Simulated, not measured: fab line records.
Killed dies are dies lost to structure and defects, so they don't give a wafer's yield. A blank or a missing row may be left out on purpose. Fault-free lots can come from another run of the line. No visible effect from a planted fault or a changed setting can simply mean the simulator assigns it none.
fab line records -- flow n5_finfet
record lots=6, wafers=16, last_day=17
route steps=1938 shown BEOL_M0_CUTY@714 BEOL_M0@715 BEOL_M4@1111
lots untouched by any fault: they come from a run of this same line in which no faults occurred
start_h: start of the lot's first displayed wafer, in hours after the record's first day -- wait_h: time in hours since the lot's previous step -- " as in the row above -- L1.1+2: one row covering several wafers at once -- - no value, or no start was given -- * or withheld: withheld -- < > ~ a bound
route shown NAME@n: NAME is a module with steps in the file, n the number in the route of the first one -- usual: average and standard deviation across the fault-free wafers -- same: alike in all rows -- chamber/n: place in a boat -- sites: readings site by site -- _std_site: the standard deviation of these -- _edge_site: the outer-site mean with the inner-site mean subtracted -- radius_mm: how far each site lies from the wafer's centre -- mask NAME#n: copy n -- behind: the last tool/chamber to shape the wafer -- hold: reason for holding the lot/hours on hold/outcome of the hold -- device: which transistor (n, p or np) failed to switch -- end of line: tests of these same wafers at the route's end -- where a step has no rows: the recipe by itself -- killed: dies lost to structure and defects at the first sort, not the wafer's yield -- map: a wafer's dies, marking killed ones x, the rest . and places with no die _
set.NAME: the setting that was run; set.NAME@STEP: the one run at that earlier step -- model.NAME: the simulator's own value behind a step, which no gauge read
lots at selected steps of the route; one table per step, one row per wafer
services: a tool's chamber out of use, with start hour (start_h, from the record's first day; less than 0 if before it), hours out, and reason
## steps
# step N5_BEOL_M0_CUTY_STRIP_64
# recipe chemistry=N2/H2, temp_c=40, n2_flow_sccm=200, h2_flow_sccm=200, rf_frequency_hz=6e+07
# step N5_BEOL_M0_ETCH_138
# recipe chemistry=CH3F/O2, target_depth_a=120, target=SiCN, time_s=31.6, ion_energy_ev=120, pressure_mtorr=30, source_w=395, bias_w=75, Ar_flow_sccm=150, CH3F_flow_sccm=30, O2_flow_sccm=20, ends=cleared
# usual drypump_motor_current_A=5.8/0.42, etch_rf_on_time_s=29.2/1.1, oes_product_au=0.67/0.076, rf_vpp_V=298.1/1.3, showerhead_plenum_p_Torr=2.04/0.052, throttle_valve_pct=16.26/0.24
lot.wafer,tool,chamber,start_h,wait_h,drypump_motor_current_A,etch_rf_on_time_s,oes_product_au,rf_hours_counter_h,rf_vpp_V,showerhead_plenum_p_Torr,throttle_valve_pct
L293.2,rie_diel-04,3,137.23,0.0,5.4,29.9,0.58,252,295.4,1.99,16.59
L293.3,rie_diel-04,1,137.23,0.0,5.1,28.7,0.60,214,298.0,2.06,16.70
L293.5,rie_diel-04,1,137.23,0.0,5.1,29.5,0.59,-,298.8,2.06,16.70
L296.3,rie_diel-04,2,158.53,0.0,4.8,30.8,0.58,232,298.4,2.05,16.66
L296.4,rie_diel-04,0,158.53,0.0,5.9,28.4,0.83,-,296.5,1.97,15.98
L296.6,rie_diel-04,2,158.53,0.0,4.8,29.6,0.59,-,299.4,2.05,16.68
L302.4,rie_diel-05,2,194.79,0.0,6.3,30.8,0.69,-,299.3,2.12,16.31
L302.6,rie_diel-05,3,194.79,0.0,5.6,30.7,0.77,-,299.4,2.11,15.97
L304.4,rie_diel-05,0,205.63,0.0,6.1,29.8,0.63,204,299.2,2.06,16.18
L304.6,rie_diel-05,2,205.63,0.0,6.3,29.5,0.70,-,299.0,2.12,16.30
L310.2,rie_diel-06,2,242.11,0.0,6.1,27.2,0.64,189,299.3,2.07,15.99
L310.4,rie_diel-06,0,242.11,0.0,5.7,31.0,0.63,153,298.4,2.00,16.19
L310.5,rie_diel-06,2,242.11,0.0,6.1,29.8,0.64,-,298.5,2.07,15.98
L311.1,rie_diel-04,3,253.06,0.0,5.4,28.1,0.75,32,297.8,1.97,16.21
L311.4,rie_diel-04,3,253.06,0.0,5.4,28.7,0.76,-,296.4,1.97,16.21
L311.5,rie_diel-04,2,253.06,0.0,4.8,30.6,0.81,-,297.2,2.04,16.19
# step N5_BEOL_M0_HM_OPEN_105
# recipe chemistry=Cl2/BCl3, target_depth_a=120, target=TiN, ion_energy_ev=150, pressure_mtorr=10, icp_w=1000, bias_w=126, Cl2_flow_sccm=53.25, bcl3_flow_sccm=21.75, Ar_flow_sccm=25
# step N5_BEOL_M0_STRIP_140
# recipe chemistry=CF4, resist=SiARC, power_w=300, bias_power_w=75, pressure_mtorr=50, cf4_flow_sccm=150, rf_frequency_hz=6e+07
# step N5_BEOL_M0_STRIP_104
# recipe chemistry=N2/H2, power_w=450, temp_c=40, pressure_mtorr=20, rf_frequency_hz=6e+07, overash_fraction=0.3, bias_power_w=7, h2_frac=0.5, n2_flow_sccm=200, h2_flow_sccm=200
# usual drypump_motor_current_A=5.6/0.49, h2_flow_sccm=200.0/0.57, oes_product_au=0.81/0.11, power_w=450.1/1.3, rf_vpp_V=59.3/1.7, showerhead_plenum_p_Torr=2.59/0.081, throttle_valve_pct=23.6/0.31
lot.wafer,tool,chamber,start_h,wait_h,drypump_motor_current_A,h2_flow_sccm,oes_product_au,power_w,rf_hours_counter_h,rf_vpp_V,showerhead_plenum_p_Torr,throttle_valve_pct
L293.2,rie_diel-05,2,137.94,0.0,6.3,199.7,0.83,450.9,84,58.7,2.68,23.6
L293.3,rie_diel-05,0,137.94,0.0,6.1,200.1,0.76,451.6,179,59.4,2.64,23.3
L293.5,rie_diel-05,1,137.94,0.0,5.2,200.3,0.72,449.0,-,60.1,2.61,24.0
L296.3,rie_diel-06,0,159.88,0.0,5.7,200.5,0.77,449.6,124,56.3,2.55,23.5
L296.4,rie_diel-06,2,159.88,0.0,6.1,199.3,0.75,451.7,162,59.6,2.68,23.4
L296.6,rie_diel-06,0,159.88,0.0,5.7,201.6,0.78,447.0,-,57.9,2.55,23.6
L302.4,rie_diel-05,2,197.30,0.0,6.4,200.0,0.80,451.2,106,61.8,2.67,23.6
L302.6,rie_diel-05,2,197.30,0.0,6.4,200.3,0.79,452.8,-,60.0,2.67,23.7
L304.4,rie_diel-05,0,206.71,0.0,6.1,201.0,0.72,452.6,204,59.4,2.63,23.3
L304.6,rie_diel-05,3,206.71,0.0,5.6,200.3,0.90,447.6,-,61.6,2.73,23.9
L310.2,rie_diel-04,3,242.68,0.0,5.4,199.9,0.89,450.3,28,62.2,2.46,23.1
L310.4,rie_diel-04,3,242.68,0.0,5.4,199.5,0.90,449.5,-,61.1,2.46,23.1
L310.5,rie_diel-04,2,242.68,0.0,4.8,200.0,0.99,450.9,-,57.8,2.60,23.8
L311.1,rie_diel-04,3,258.64,0.0,5.4,198.9,0.88,451.8,34,59.5,2.46,23.1
L311.4,rie_diel-04,2,258.64,0.0,4.8,200.1,0.93,449.0,8,61.4,2.60,23.8
L311.5,rie_diel-04,1,258.64,0.0,5.1,198.9,1.00,449.1,-,61.9,2.59,23.8
# step N5_BEOL_M0_WET_ETCH_106
# recipe chemistry=DHF, dilution=10:1, temp_c=25, target=SiO2, target_depth_a=1300, dry=ipa_marangoni, rinse_time_s=30, rinse_temp_c=23
# step N5_BEOL_M0_ETCH_128
# recipe chemistry=CF4/N2, target_depth_a=120, overetch_a=51, target=SiCN, time_s=21.4, ion_energy_ev=150, pressure_mtorr=40, source_w=430, bias_w=70, Ar_flow_sccm=100, cf4_flow_sccm=60, n2_flow_sccm=60
# step N5_BEOL_M0_TRENCH_ETCH_107
# recipe chemistry=C4F6/O2, target_depth_a=328, target=SiOC, time_s=16.4, ion_energy_ev=250, pressure_mtorr=30, source_w=355, bias_w=185, Ar_flow_sccm=300, C4F6_flow_sccm=10, O2_flow_sccm=10
# step N5_BEOL_M0_STRIP_142
# recipe chemistry=N2/H2, time_s=10, power_w=450, temp_c=40, pressure_mtorr=20, rf_frequency_hz=6e+07, bias_power_w=7, n2_flow_sccm=200, h2_flow_sccm=200
# step N5_BEOL_M0_OCD_MEAS_108
# usual trench_depth_nm=32.8/0.91
lot.wafer,tool,chamber,start_h,wait_h,trench_depth_nm
L293.2,ocd-02,-,138.21,0.1,33.5
L293.3,ocd-02,-,138.21,0.1,32.9
L293.5,ocd-02,-,138.21,0.1,32.7
L296.3,ocd-01,-,160.16,0.1,33.2
L296.4,ocd-01,-,160.16,0.1,32.6
L296.6,ocd-01,-,160.16,0.1,32.9
L302.4,ocd-02,-,197.76,0.1,33.8
L302.6,ocd-02,-,197.76,0.1,33.6
L304.4,ocd-02,-,206.99,0.1,31.8
L304.6,ocd-02,-,206.99,0.1,32.1
L310.2,ocd-01,-,243.03,0.1,32.7
L310.4,ocd-01,-,243.03,0.1,32.3
L310.5,ocd-01,-,243.03,0.1,33.3
L311.1,ocd-02,-,258.91,0.1,33.8
L311.4,ocd-02,-,258.91,0.1,32.6
L311.5,ocd-02,-,258.91,0.1,32.8
# step N5_BEOL_M0_HM_STRIP_129
# recipe chemistry=peroxide_tin_strip, material=TiN, target_depth_a=170, temp_c=50, time_s=108
# step N5_BEOL_M0_SRD_130
# recipe time_s=30, temp_c=23, rinse_liquid=diw, dry=ipa_marangoni
# step N5_BEOL_M0_ETCH_109
# recipe chemistry=CH3F/O2, target_depth_a=80, overetch_a=24, target=SiCN, time_s=27.4, ion_energy_ev=120, pressure_mtorr=30, source_w=395, bias_w=75, Ar_flow_sccm=150, CH3F_flow_sccm=30, O2_flow_sccm=20
# usual drypump_motor_current_A=5.6/0.49, oes_product_au=0.70/0.088, rf_vpp_V=298.2/1.3, showerhead_plenum_p_Torr=2.04/0.054, throttle_valve_pct=16.29/0.26
lot.wafer,tool,chamber,start_h,wait_h,drypump_motor_current_A,oes_product_au,rf_hours_counter_h,rf_vpp_V,showerhead_plenum_p_Torr,throttle_valve_pct,model.SiOC_of_BEOL_M0_SAQP_ILD_DEP_01.thk_nm
L293.2,rie_diel-05,1,138.32,0.0,5.2,0.61,236,299.2,2.06,16.59,42.8
L293.3,rie_diel-05,0,138.32,0.0,6.1,0.66,179,298.5,2.07,16.15,42.2
L293.5,rie_diel-05,0,138.32,0.0,6.1,0.66,-,298.7,2.07,16.13,42.8
L296.3,rie_diel-05,2,160.37,0.1,6.3,0.70,92,299.9,2.12,16.29,42.2
L296.4,rie_diel-05,3,160.37,0.1,5.6,0.82,5,300.0,2.11,15.93,42.8
L296.6,rie_diel-05,2,160.37,0.1,6.3,0.71,-,298.9,2.12,16.30,43.2
L302.4,rie_diel-05,0,197.92,0.1,6.1,0.65,200,297.5,2.06,16.18,41
L302.6,rie_diel-05,2,197.92,0.1,6.3,0.69,-,300.4,2.12,16.33,43.8
L304.4,rie_diel-05,3,207.10,0.0,5.6,0.77,22,299.5,2.11,15.98,42.2
L304.6,rie_diel-05,0,207.10,0.0,6.1,0.62,-,299.0,2.06,16.18,43
L310.2,rie_diel-04,2,243.19,0.0,4.8,0.83,2,297.7,2.04,16.20,41.8
L310.4,rie_diel-04,2,243.19,0.0,4.8,0.85,-,298.5,2.04,16.20,42.4
L310.5,rie_diel-04,3,243.19,0.0,5.4,0.76,-,296.1,1.98,16.20,43.6
L311.1,rie_diel-04,1,259.08,0.1,5.1,0.86,1,297.1,2.05,16.35,43
L311.4,rie_diel-04,3,259.08,0.1,5.4,0.76,35,296.0,1.97,16.22,43.8
L311.5,rie_diel-04,1,259.08,0.1,5.1,0.84,-,298.8,2.05,16.33,42.8
# step N5_BEOL_M0_STRIP_139
# recipe chemistry=post_etch_residue_remover, time_s=60, temp_c=25, remover_ph=withheld, remover_water_wt_pct=withheld, remover_fluoride_wt_pct=withheld
# step N5_BEOL_M0_SRD_111
# recipe time_s=30, temp_c=23, rinse_liquid=diw, dry=ipa_marangoni
# step N5_BEOL_M0_DEGAS_112
# recipe ambient=vacuum, temp_c=250, time_s=60
# usual heater_power_w=331/32, susceptor_temp_C=250.00/0.18
lot.wafer,tool,chamber,start_h,wait_h,heater_power_w,susceptor_temp_C
L293.2,pvd_sputter-03,-,139.01,0.5,288,249.84
L293.3,pvd_sputter-03,-,139.01,0.5,327,249.96
L293.5,pvd_sputter-03,-,139.01,0.5,297,249.69
L296.3,pvd_sputter-01,-,160.55,0.0,310,249.89
L296.4,pvd_sputter-01,-,160.55,0.0,303,250.09
L296.6,pvd_sputter-01,-,160.55,0.0,353,250.21
L302.4,pvd_sputter-03,-,198.11,0.1,294,250.06
L302.6,pvd_sputter-03,-,198.11,0.1,335,249.95
L304.4,pvd_sputter-02,-,207.57,0.3,318,249.95
L304.6,pvd_sputter-02,-,207.57,0.3,347,250.04
L310.2,pvd_sputter-01,-,243.57,0.2,303,249.91
L310.4,pvd_sputter-01,-,243.57,0.2,355,250.12
L310.5,pvd_sputter-01,-,243.57,0.2,296,250.00
L311.1,pvd_sputter-01,-,259.72,0.5,351,250.05
L311.4,pvd_sputter-01,-,259.72,0.5,349,249.85
L311.5,pvd_sputter-01,-,259.72,0.5,304,250.02
# step N5_BEOL_M0_PRE_CLEAN_113
# recipe gas=H2/He, time_s=30, temp_c=250
# step N5_BEOL_M0_ALD_136
# recipe material=TaN, target_thk_a=*, temp_c=275, ald_precursor_family=PDMAT, ald_co_reactant=NH3, pressure_torr=3, carrier_flow_sccm=1500, pulse_time_s=2, purge_time_s=3, co_reactant_purge_time_s=2, co_reactant_pulse_time_s=3, ald_cycles=30, precursor_vessel_temp_c=75, precursor_vessel_pressure_torr=26.25, precursor_vessel_carrier_sccm=1000
# step N5_BEOL_M0_SURFACE_TREAT_137
# recipe gas=Ar, time_s=*, ion_energy_ev=*, ion_current_ma_cm2=0.5, pressure_mtorr=*, ar_flow_sccm=30
# step N5_BEOL_M0_CVD_115
# recipe material=Co, target_thk_a=*, temp_c=withheld, precursor=CCTBA/H2, pressure_torr=30, time_s=120
# step N5_BEOL_M0_SPUTTER_116
# recipe material=Cu, target_thk_a=40, temp_c=-20, chamber_pressure_pa=0.07, power_w=withheld, time_s=7.37
# usual susceptor_temp_C=-20.00/0.11, throttle_valve_pct=29.8/0.76
lot.wafer,tool,chamber,start_h,wait_h,susceptor_temp_C,throttle_valve_pct
L293.2,pvd_sputter-02,-,139.95,0.1,-20.11,28.1
L293.3,pvd_sputter-02,-,139.95,0.1,-19.88,29.3
L293.5,pvd_sputter-02,-,139.95,0.1,-19.81,29.7
L296.3,pvd_sputter-03,-,163.10,1.8,-20.13,29.9
L296.4,pvd_sputter-03,-,163.10,1.8,-19.93,30.9
L296.6,pvd_sputter-03,-,163.10,1.8,-20.12,29.9
L302.4,pvd_sputter-01,-,198.90,0.1,-19.98,30.3
L302.6,pvd_sputter-01,-,198.90,0.1,-19.97,29.5
L304.4,pvd_sputter-02,-,209.49,0.9,-19.98,30.8
L304.6,pvd_sputter-02,-,209.49,0.9,-19.96,28.3
L310.2,pvd_sputter-01,-,244.25,0.1,-19.86,28.9
L310.4,pvd_sputter-01,-,244.25,0.1,-19.95,30.0
L310.5,pvd_sputter-01,-,244.25,0.1,-19.97,29.3
L311.1,pvd_sputter-02,-,260.40,0.2,-20.05,28.5
L311.4,pvd_sputter-02,-,260.40,0.2,-19.79,29.5
L311.5,pvd_sputter-02,-,260.40,0.2,-19.87,31.0
# step N5_BEOL_M0_ANNEAL_117
# recipe temp_c=400, time_s=60, ambient=vacuum
# usual heater_power_w=825/79, susceptor_temp_C=400.04/0.22
lot.wafer,tool,chamber,start_h,wait_h,heater_power_w,susceptor_temp_C
L293.2,pvd_sputter-02,-,140.03,0.0,961,399.90
L293.3,pvd_sputter-02,-,140.03,0.0,692,400.29
L293.5,pvd_sputter-02,-,140.03,0.0,868,399.88
L296.3,pvd_sputter-03,-,163.18,0.0,751,399.79
L296.4,pvd_sputter-03,-,163.18,0.0,804,400.28
L296.6,pvd_sputter-03,-,163.18,0.0,724,399.78
L302.4,pvd_sputter-01,-,198.98,0.0,927,399.66
L302.6,pvd_sputter-01,-,198.98,0.0,865,399.96
L304.4,pvd_sputter-02,-,209.57,0.0,792,400.66
L304.6,pvd_sputter-02,-,209.57,0.0,969,400.09
L310.2,pvd_sputter-01,-,244.33,0.0,862,400.15
L310.4,pvd_sputter-01,-,244.33,0.0,908,399.94
L310.5,pvd_sputter-01,-,244.33,0.0,882,400.06
L311.1,pvd_sputter-02,-,260.48,0.0,959,399.75
L311.4,pvd_sputter-02,-,260.48,0.0,865,399.84
L311.5,pvd_sputter-02,-,260.48,0.0,809,400.01
# step N5_BEOL_M0_SPUTTER_132
# recipe material=Cu, target_thk_a=40, temp_c=-20, chamber_pressure_pa=0.07, power_w=withheld, time_s=7.37
# step N5_BEOL_M0_ANNEAL_133
# recipe temp_c=400, time_s=60, ambient=vacuum
# step N5_BEOL_M0_SPUTTER_134
# recipe material=Cu, target_thk_a=40, temp_c=-20, chamber_pressure_pa=0.07, power_w=withheld, time_s=7.37
# step N5_BEOL_M0_ANNEAL_135
# recipe temp_c=400, time_s=60, ambient=vacuum
# step N5_BEOL_M0_SPUTTER_141
# recipe material=Cu, target_thk_a=40, temp_c=-20, chamber_pressure_pa=0.07, power_w=withheld, time_s=7.37
# step N5_BEOL_M0_ECD_118
# recipe material=Cu, target_thk_a=3000
# step N5_BEOL_M0_ANNEAL_119
# recipe temp_c=225, time_s=90, ambient=N2
# step N5_BEOL_M0_CMP_120
# recipe stop_on=SiOC, t_overpolish_s=6.9, down_force_psi=1, platen_rpm=50, clearing_platen_down_force_psi=1.5, clearing_platen_rpm=50, post_cmp_clean=cu_alkaline, clearing_platen_pad_velocity_m_s=0.99484, pad_velocity_m_s=0.99484
# usual barrier_field_endpoint_s=3.58/0.15, clearing_platen_rpm=49.998/0.027, motor_current_A=6.2/0.7, overpolish_run_s=6.900/0.0081, retaining_ring_pressure_frac=1.000/0.0046, time_to_endpoint_s=62/4.2
lot.wafer,tool,chamber,start_h,wait_h,barrier_field_endpoint_s,clearing_platen_rpm,motor_current_A,overpolish_run_s,retaining_ring_pressure_frac,time_to_endpoint_s,model.SiOC_of_BEOL_M0_SAQP_ILD_DEP_01.thk_nm
L293.2,cmp-01,0,140.80,0.2,3.34,49.965,7.7,6.903,0.996,57,39.6
L293.3,cmp-01,3,140.80,0.2,3.56,50.000,5.9,6.894,1.001,66,39
L293.5,cmp-01,1,140.80,0.2,3.49,50.003,6.0,6.903,0.993,65,39.6
L296.4,cmp-03,0,164.03,0.2,3.41,50.006,5.7,6.903,1.011,59,39.8
L296.3,cmp-03,1,164.03,0.2,3.81,49.984,7.1,6.893,0.992,64,39.2
L296.6,cmp-03,2,164.03,0.2,3.61,49.995,7.1,6.894,0.993,59,40.2
L302.4,cmp-01,0,201.59,0.2,3.41,50.011,7.2,6.902,0.995,57,38
L302.6,cmp-01,2,201.59,0.2,3.74,49.989,5.1,6.896,1.000,62,40.8
L304.4,cmp-01,3,210.63,0.2,3.81,49.989,5.7,6.891,0.997,69,39.2
L304.6,cmp-01,0,210.63,0.2,3.55,50.008,7.3,6.897,1.002,56,40
L310.4,cmp-03,0,245.36,0.2,3.43,50.009,5.8,6.897,1.008,58,39.2
L310.2,cmp-03,2,245.36,0.2,3.48,49.964,6.9,6.892,1.004,56,38.6
L310.5,cmp-03,0,245.36,0.2,3.59,50.019,6.0,6.889,1.004,60,40.4
L311.1,cmp-04,3,262.01,0.8,3.69,49.961,6.0,6.897,1.000,60,39.8
L311.4,cmp-04,0,262.01,0.8,3.39,49.994,6.5,6.914,1.003,57,40.8
L311.5,cmp-04,1,262.01,0.8,3.64,49.930,7.0,6.902,1.000,65,39.8
# step N5_BEOL_M4_RC_MEAS_101
# usual DIBL_N=37.5/2, DIBL_P=37.5/2.5, IOFF_N=0.18/0.042, IOFF_P=0.24/0.046, ION_N=677/15, ION_P=464/9.5, SS_N=72.0/0.76, SS_P=73.6/0.79, VT_N=249/3.5, VT_P=-249/3.2
lot.wafer,tool,chamber,start_h,wait_h,DIBL_N[mV/V],DIBL_P[mV/V],IOFF_N[nA/um],IOFF_P[nA/um],ION_N[uA/um],ION_P[uA/um],SS_N[mV/dec],SS_P[mV/dec],VT_N[mV],VT_P[mV]
L293.2,prober-02,0,182.70,0.2,38.2,35.4,0.17,0.23,671,462,72.1,73.1,252,-247
L293.3,prober-02,0,182.70,0.2,40.2,40.1,0.21,0.32,691,479,72.4,74.3,247,-244
L293.5,prober-02,0,182.70,0.2,36.9,33.5,0.15,0.21,660,461,72.1,72.7,254,-247
L296.3,prober-02,0,205.17,0.3,35.7,35.6,0.13,0.20,656,452,70.6,73.2,253,-251
L296.4,prober-02,0,205.17,0.3,36.2,35.5,0.14,0.21,676,466,70.7,72.8,252,-252
L296.6,prober-02,0,205.17,0.3,34.1,33.1,0.11,0.17,668,467,70.6,72.8,253,-253
L302.4,prober-02,0,247.66,0.5,38.5,38.1,0.20,0.23,670,453,73.3,74.0,248,-253
L302.6,prober-02,0,247.66,0.5,36.4,36.3,0.17,0.21,672,459,71.6,73.0,253,-252
L304.4,prober-01,0,248.68,0.5,35.8,34.5,0.14,0.19,670,461,71.5,73.6,251,-251
L304.6,prober-01,0,248.68,0.5,39.7,40.4,0.23,0.30,692,472,71.9,74.5,245,-247
L310.2,prober-02,0,294.64,0.2,35.6,33.7,0.15,0.18,655,448,71.5,73.1,252,-255
L310.4,prober-02,0,294.64,0.2,39.6,39.1,0.22,0.26,681,459,72.5,74.7,247,-250
L310.5,prober-02,0,294.64,0.2,37.7,36.8,0.20,0.22,686,462,72.2,73.8,246,-250
L311.1,prober-01,0,305.25,0.0,39.0,37.2,0.21,0.22,659,448,72.9,74.2,250,-253
L311.4,prober-01,0,305.25,0.0,37.8,37.0,0.19,0.22,703,469,72.0,73.6,248,-250
L311.5,prober-01,0,305.25,0.0,37.5,37.1,0.18,0.21,693,473,71.9,73.5,246,-253
## services
tool,chamber,start_h,hours,kind
pvd_sputter-02,-,121.61,1.8,repair
rie_diel-05,3,131.35,-,clean
rie_diel-05,3,131.35,-,consumable_replace:focus_ring
rie_diel-05,3,131.35,-,consumable_replace:showerhead
rie_diel-05,3,131.35,13.3,scheduled_down
rie_diel-05,3,131.35,13.3,vent_cycle
cmp-04,-,135.90,6.4,pm
cmp-03,-,136.48,0.7,repair
cmp-01,-,144.82,1.6,repair
cmp-04,-,158.77,1.5,repair
cmp-03,-,167.76,4.0,pm
cmp-01,-,171.34,4.0,pm
cmp-04,-,184.10,1.0,repair
cmp-04,-,190.04,7.5,pm
cmp-04,-,199.68,1.3,repair
rie_diel-06,0,207.22,4.4,repair
cmp-01,-,211.66,0.2,repair
cmp-04,-,217.46,3.4,pm
rie_diel-04,2,217.90,5.7,repair
cmp-04,-,229.89,4.0,pm
rie_diel-05,0,230.90,5.1,repair
rie_diel-06,3,245.02,16.7,repair
pvd_sputter-01,-,252.79,1.5,repair
cmp-01,-,260.34,2.1,repair
## key
first_sign none at tools or gauges
model_effect step=N5_BEOL_M0_ETCH_109, value=SiOC_of_BEOL_M0_SAQP_ILD_DEP_01.thk_nm, without=43.1, struck=41.6
model_effect step=N5_BEOL_M0_CMP_120, value=SiOC_of_BEOL_M0_SAQP_ILD_DEP_01.thk_nm, without=40, struck=38.6
met_at N5_BEOL_M0_ETCH_109
struck_wafers L302.4,L304.4
onset_between 160.37 197.92
fault kind=process_parameter_drift, tool=rie_diel-05, chamber=-, onset_h=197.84, steps=N5_BEOL_M0_ETCH_109, channel=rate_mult, offset=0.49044, shape=step, end_h=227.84, scope=struck_wafers_only
